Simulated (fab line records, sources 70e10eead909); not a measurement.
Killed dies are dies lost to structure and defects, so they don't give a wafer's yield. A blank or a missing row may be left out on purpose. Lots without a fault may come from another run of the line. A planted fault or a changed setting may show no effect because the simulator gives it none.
Comparing a struck lot with a sound one | flow nand_harc | 18 steps out of a route of 1159
Sound: wafers L281.1, L281.3, L281.4. Wafers L290.3, L290.4, L290.5 were the ones struck. The cause is given at the end.
For every step that has rows: the tool of each side, followed by ch and its chambers, followed by its first start. Under that, the readings that differ: sound wafers | struck wafers | difference of the means | sigmas: that difference in standard deviations of wafers without a fault.
alike: readings with means less than 2 such deviations apart, plus words and numbers identical on both sides. not compared: withheld readings, readings lacking a value on some wafer, bounds such as >300 that could conceal the same value, and numbers that have no deviation in the record and whose values overlap.
The two part at a step that has a row with sigmas, a row that says differs or no value, or rows on one side only. Non-overlapping numbers with no deviation appear without sigmas and do not part them. Lack of a reading on every wafer of one side parts them only where that side has two or more wafers.

first, 6 steps without rows for these wafers: NHARC_P_ZERO_WELL_COAT_46; NHARC_P_ZERO_WELL_SOFTBAKE_47 (time 95 s); NHARC_P_ZERO_WELL_EBR_48; NHARC_P_ZERO_WELL_EXPOSE_49 (exposes mask P HVPW, target cd 2000 nm); NHARC_P_ZERO_WELL_PEB_50 (peb time 85 s); NHARC_P_ZERO_WELL_DEVELOP_51 (time 70 s).
NHARC_P_ZERO_WELL_CD_MEAS_52: target cd 2000 nm.
  sound on cd_sem-01 ch 0, day 1 17:29; struck on cd_sem-01 ch 0, day 3 23:41
  alike: cd_nm
then, 1 step without rows for these wafers: NHARC_P_ZERO_WELL_HARDBAKE_53 (time 80 s).
NHARC_P_ZERO_WELL_DESCUM_54: chemistry O2, time 3 s.
  sound on rie_diel-01 ch 0,2,3, day 1 17:38; struck on rie_diel-01 ch 0,3, day 3 23:52
  alike: drypump_motor_current_A, oes_product_au, rf_vpp_V, showerhead_plenum_p_Torr, throttle_valve_pct
  not compared: rf_hours_counter_h
then, 3 steps without rows for these wafers: NHARC_P_ZERO_WELL_IMPLANT_55; NHARC_P_ZERO_WELL_IMPLANT_61; NHARC_P_ZERO_WELL_STRIP_56 (strips in SPM, time 840 s).
NHARC_P_ZERO_WELL_PRECLEAN_68: cleans in SC1, time 60 s.
  sound on wet_bench-02 ch 2,4,7, day 1 18:14; struck on wet_bench-09 ch 0,1,4, day 4 00:28
then, 1 step without rows for these wafers: NHARC_P_ZERO_WELL_SRD_69.
NHARC_P_ZERO_WELL_RTA_42: time 300 s.
  sound on rtp_anneal-01 ch 0, day 1 18:37; struck on rtp_anneal-02 ch 0, day 4 01:04
  reading             | sound    | struck   | difference | sigmas
  lamp_zone_2_pct (%) | 36 36 36 | 45 45 45 | +9         | +2
  alike: lamp_power_pct, wafer_temp_C_max
NHARC_P_ZERO_WELL_INSPECT_43:
  sound: defect_inspect-01 at day 1 19:18; struck: defect_inspect-02 at day 4 01:32
  reading          | sound   | struck      | difference | sigmas
  raw_defect_count | 11 8 10 | 968 921 875 | +912       | +99 or more
then, 1 step without rows for these wafers: NHARC_P_STI_ETCH_26 (etches SiO2 in dHF, target depth 11 nm).
-- break in the record here, with 17 days between the starts of the struck wafers on either side (left off in module P_STI, picked up again in module END, where the first step shown is number 1159 on the route) --
NHARC_END_SORT_01:
  only the struck wafers appear in the record here, on prober-02 ch 0 at day 21 10:42; the sound ones have no rows

WHERE THEY PART
Earliest at NHARC_P_ZERO_WELL_RTA_42; latest, in this record, at NHARC_END_SORT_01.

WHY: what had been put in by the simulator
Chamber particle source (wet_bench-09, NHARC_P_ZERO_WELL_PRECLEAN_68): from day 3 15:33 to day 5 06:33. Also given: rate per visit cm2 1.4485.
